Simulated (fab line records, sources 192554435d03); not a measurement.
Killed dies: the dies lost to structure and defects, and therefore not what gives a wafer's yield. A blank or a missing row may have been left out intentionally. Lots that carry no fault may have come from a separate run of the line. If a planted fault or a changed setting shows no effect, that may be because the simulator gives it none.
What tool caused it?	flow n5Finfet	9 lots with 26 wafers sampled at 6 steps, on a route of 1938 steps

## WHAT EACH GAUGE READ, for each wafer
N5_BEOL_M0_SAQP_CD_MEAS_29 targets a cd of 14.4 nm. Usual: 14.98 nm for cdNm, sd 0.22.
lot	measured	on	cdNm (nm)	flag
L401	day 6 06:04	cdSem-03	15.25 15.17 14.82	
L403	day 7 01:31	cdSem-01	15.18 14.96 14.73	
L409	day 8 06:23	cdSem-02	15.09 14.66 14.69	
L411	day 8 15:44	cdSem-02	14.67 10.87	OFF
L416	day 9 20:52	cdSem-03	15.20 14.72 15.32	
L417	day 10 08:26	cdSem-03	14.69 15.05 15.16	
L419	day 10 21:04	cdSem-03	14.94 14.48 14.59	
L420	day 11 06:55	cdSem-03	15.26 15.07 15.02	
L421	day 11 12:20	cdSem-02	14.99 14.77 14.80	

N5_BEOL_M0_SAQP_CD_MEAS_40 targets a cd of 30 nm. Usual: 29.97 nm for cdNm, sd 0.25.
lot	measured	on	cdNm (nm)	flag
L401	day 6 06:23	cdSem-02	30.08 29.88 30.29	
L403	day 7 01:49	cdSem-03	30.20 29.81 30.01	
L409	day 8 06:42	cdSem-03	30.25 29.92 30.04	
L411	day 8 16:02	cdSem-02	30.11 29.67	
L416	day 9 21:10	cdSem-03	29.97 30.15 30.01	
L417	day 10 08:44	cdSem-02	29.87 29.92 29.50	
L419	day 10 21:31	cdSem-02	29.80 29.64 30.17	
L420	day 11 07:13	cdSem-02	29.51 29.26 29.66	
L421	day 11 12:38	cdSem-01	30.01 30.00 30.50	

N5_BEOL_M4_RC_MEAS_101. Usual: DIBL_N 35.1 mV/V, standard deviation 1.6; DIBL_P 34.9 mV/V, standard deviation 1.8; IOFF_N 0.143 nA/um, standard deviation 0.026; IOFF_P 0.21 nA/um, standard deviation 0.037; ION_N 671 uA/um, standard deviation 11; ION_P 463 uA/um, standard deviation 7.8; SS_N 71.2 mV/dec, standard deviation 0.58; SS_P 73.0 mV/dec, standard deviation 0.54; VT_N 251 mV, standard deviation 3; VT_P -250 mV, standard deviation 4.1.
lot	measured	on	DIBL_N (mV/V)	DIBL_P (mV/V)	IOFF_N (nA/um)	IOFF_P (nA/um)	ION_N (uA/um)	ION_P (uA/um)	SS_N (mV/dec)	SS_P (mV/dec)	VT_N (mV)	VT_P (mV)	flag
L401	day 8 23:17	prober-02	32.9 34.7 35.1	32.2 34.7 35.1	0.110 0.137 0.147	0.18 0.21 0.22	663 678 680	462 472 464	69.8 70.9 71.3	72.5 72.8 72.7	255 250 252	-249 -248 -249	
L403	day 9 06:34	prober-01	31.5 35.8 33.8	31.2 35.1 33.7	0.092 0.149 0.122	0.12 0.16 0.15	661 655 663	455 450 453	69.7 71.0 70.4	72.1 72.9 73.3	259 251 252	-260 -255 -256	
L409	day 11 06:17	prober-01	32.3 35.7 34.8	30.9 36.4 34.2	0.105 0.159 0.141	0.15 0.22 0.19	663 677 673	458 466 463	70.3 71.0 70.4	72.7 73.3 73.2	255 248 251	-251 -246 -248	
L411	day 11 23:14	prober-02	36.7	36.5	0.161	0.26	684	474	71.2	73.9	250	-244	
L416	day 12 22:56	prober-01	35.7 35.8 34.8	35.6 35.3 34.3	0.147 0.151 0.132	0.19 0.18 0.18	670 672 679	459 459 464	71.4 71.8 71.2	73.1 72.7 72.9	250 250 251	-254 -255 -254	
L417	day 13 23:04	prober-01	34.1 34.5 34.7	34.2 33.9 36.2	0.138 0.140 0.165	0.20 0.19 0.24	668 670 696	462 459 477	70.5 71.0 71.9	73.2 73.2 73.1	251 253 246	-247 -249 -246	
L419	day 14 18:48	prober-01	34.3 37.4 36.3	33.8 38.1 36.9	0.121 0.175 0.154	0.19 0.26 0.23	656 675 674	450 472 472	71.3 71.4 71.2	72.6 73.6 72.7	253 249 251	-251 -247 -250	
L420	day 14 19:01	prober-02	38.4 33.5 35.1	38.9 34.8 36.8	0.223 0.133 0.157	0.25 0.19 0.21	674 675 681	451 461 466	72.7 70.7 70.6	74.1 72.9 73.5	250 252 248	-248 -248 -252	
L421	day 15 03:55	prober-01	37.5 35.5 36.4	36.4 34.0 35.6	0.162 0.135 0.157	0.26 0.23 0.25	673 673 677	469 466 476	71.4 71.0 71.7	73.5 73.5 74.0	252 251 250	-244 -247 -243	

## WHAT TOOL EACH LOT RAN ON (gives the tool, then ch and the chambers of the sampled wafers, and finally the start)
lot	N5_BEOL_M0_SAQP_RECESS_114	N5_BEOL_M0_SAQP_SPACER2_ALD_26	N5_BEOL_M0_SAQP_MANDREL2_REMOVE_110
L401	vaporEtch-02 ch 0,1, day 6 02:49	aldSin-04 ch 0,1,3, day 6 05:17	rieSi-03 ch 0,1, day 6 05:58
L403	vaporEtch-01 ch 0,1, day 6 22:30	aldSin-03 ch 0,2,3, day 7 00:46	rieSi-01 ch 1,2,3, day 7 01:24
L409	vaporEtch-02 ch 0,1, day 8 03:24	aldSin-01 ch 0,1,3, day 8 05:34	rieSi-03 ch 0,1,2, day 8 06:17
L411	vaporEtch-02 ch 0, day 8 09:57	aldSin-04 ch 1,3, day 8 14:59	rieSi-01 ch 0,1, day 8 15:38
L416	vaporEtch-02 ch 0,1, day 9 18:06	aldSin-03 ch 0,1,3, day 9 20:04	rieSi-03 ch 1,3, day 9 20:45
L417	vaporEtch-02 ch 0,1, day 10 05:27	aldSin-01 ch 0,1,2, day 10 07:41	rieSi-01 ch 1,2, day 10 08:19
L419	vaporEtch-02 ch 0,1, day 10 18:06	aldSin-01 ch 0,1,2, day 10 20:20	rieSi-03 ch 0,1,2, day 10 20:58
L420	vaporEtch-02 ch 0,1, day 11 03:00	aldSin-01 ch 0,2, day 11 05:39	rieSi-05 ch 0,2,3, day 11 06:48
L421	vaporEtch-01 ch 0,1, day 11 08:51	aldSin-03 ch 0,1,2, day 11 11:28	rieSi-01 ch 1,2, day 11 12:13
- N5_BEOL_M0_SAQP_RECESS_114: chemistry HF/NH3, target SiO2, target depth 14.4 nm, afs cycles 3, sublimation time 60 s.
- N5_BEOL_M0_SAQP_SPACER2_ALD_26: deposits SiO2, target thk 15 nm, pulse time 1 s, purge time 2 s.
- N5_BEOL_M0_SAQP_MANDREL2_REMOVE_110: chemistry HBr/Cl2/O2, target a-Si, stops on SiCN, bt time 10 s.

## WHAT THE TOOLS THEMSELVES READ (means of the sampled wafers that have a number; where no wafer has one, the mark that the record gives instead)
N5_BEOL_M0_SAQP_RECESS_114. Usual: 5.4 A for drypumpMotorCurrentA, sd 0.32.
lot	tool	drypumpMotorCurrentA (A)	flag
L401	vaporEtch-02	5.4	
L403	vaporEtch-01	5.3	
L409	vaporEtch-02	5.5	
L411	vaporEtch-02	5.0	
L416	vaporEtch-02	5.2	
L417	vaporEtch-02	5.2	
L419	vaporEtch-02	5.5	
L420	vaporEtch-02	5.5	
L421	vaporEtch-01	5.3	

N5_BEOL_M0_SAQP_SPACER2_ALD_26. Usual: heaterPowerW 480 W, standard deviation 50; precursorPulseHeightRel 1.002, standard deviation 0.019.
lot	tool	heaterPowerW (W)	precursorPulseHeightRel	flag
L401	aldSin-04	460	0.993	
L403	aldSin-03	451	1.006	
L409	aldSin-01	527	0.993	
L411	aldSin-04	488	1.003	
L416	aldSin-03	477	1.009	
L417	aldSin-01	498	0.997	
L419	aldSin-01	505	0.993	
L420	aldSin-01	501	1.020	
L421	aldSin-03	501	1.005	

N5_BEOL_M0_SAQP_MANDREL2_REMOVE_110. Usual: HBr_flow_sccm 150.0 sccm, standard deviation 0.48; biasW 30.00 W, standard deviation 0.085; drypumpMotorCurrentA 5.8 A, standard deviation 0.49; mfcCl2Sccm 80.00 sccm, standard deviation 0.25; oesProductAu 1.000 a.u., standard deviation 0.017; throttleValvePct 36.57 %, standard deviation 0.26.
lot	tool	HBr_flow_sccm (sccm)	biasW (W)	drypumpMotorCurrentA (A)	mfcCl2Sccm (sccm)	oesProductAu (a.u.)	throttleValvePct (%)	flag
L401	rieSi-03	150.7	30.01	5.7	79.93	1.010	36.70	
L403	rieSi-01	150.8	30.06	6.1	80.11	1.004	36.48	
L409	rieSi-03	149.8	30.01	6.1	79.99	0.989	36.66	
L411	rieSi-01	149.7	30.08	5.6	79.98	1.021	36.59	
L416	rieSi-03	150.4	29.91	5.6	80.01	0.997	36.34	
L417	rieSi-01	149.7	30.02	5.7	79.90	1.007	36.71	
L419	rieSi-03	150.0	30.08	6.0	79.90	0.984	36.66	
L420	rieSi-05	150.0	30.03	5.7	80.02	0.995	36.60	
L421	rieSi-01	149.7	30.05	5.9	80.02	1.014	36.68	

## THE ANSWER, worked out from the rows above alone
Rule: lot off if the mean of its wafers having a number is beyond 3 standard deviations from the usual mean. Also off: a lot with no number at a reading for which 4 or more lots have one. All remaining lots with rows at the step are treated as sound. After the gauges, taken in route order, come the tools' own readings; for these a lot's mean is taken, as printed above. The first step at which some lot is off is used, and at that step the reading that is off furthest; a lot without a number counts as furthest.
Off: L411, at N5_BEOL_M0_SAQP_CD_MEAS_29 (cdNm).
A tool fits if, at a process step before that reading, it ran every lot that is off, and no sound lot after the first of them. The gauges at N5_BEOL_M0_SAQP_CD_MEAS_29 are tried like those tools. One fits: N5_BEOL_M0_SAQP_SPACER2_ALD_26 on aldSin-04. A fault onset in the window from L401 (day 6 05:17, its last sound lot) to L411 (day 8 14:59, its first lot off) fits.

## WHAT HAD BEEN PUT IN BY THE SIMULATOR
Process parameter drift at N5_BEOL_M0_SAQP_SPACER2_ALD_26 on aldSin-04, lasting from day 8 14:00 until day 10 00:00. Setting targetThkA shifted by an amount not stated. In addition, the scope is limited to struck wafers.
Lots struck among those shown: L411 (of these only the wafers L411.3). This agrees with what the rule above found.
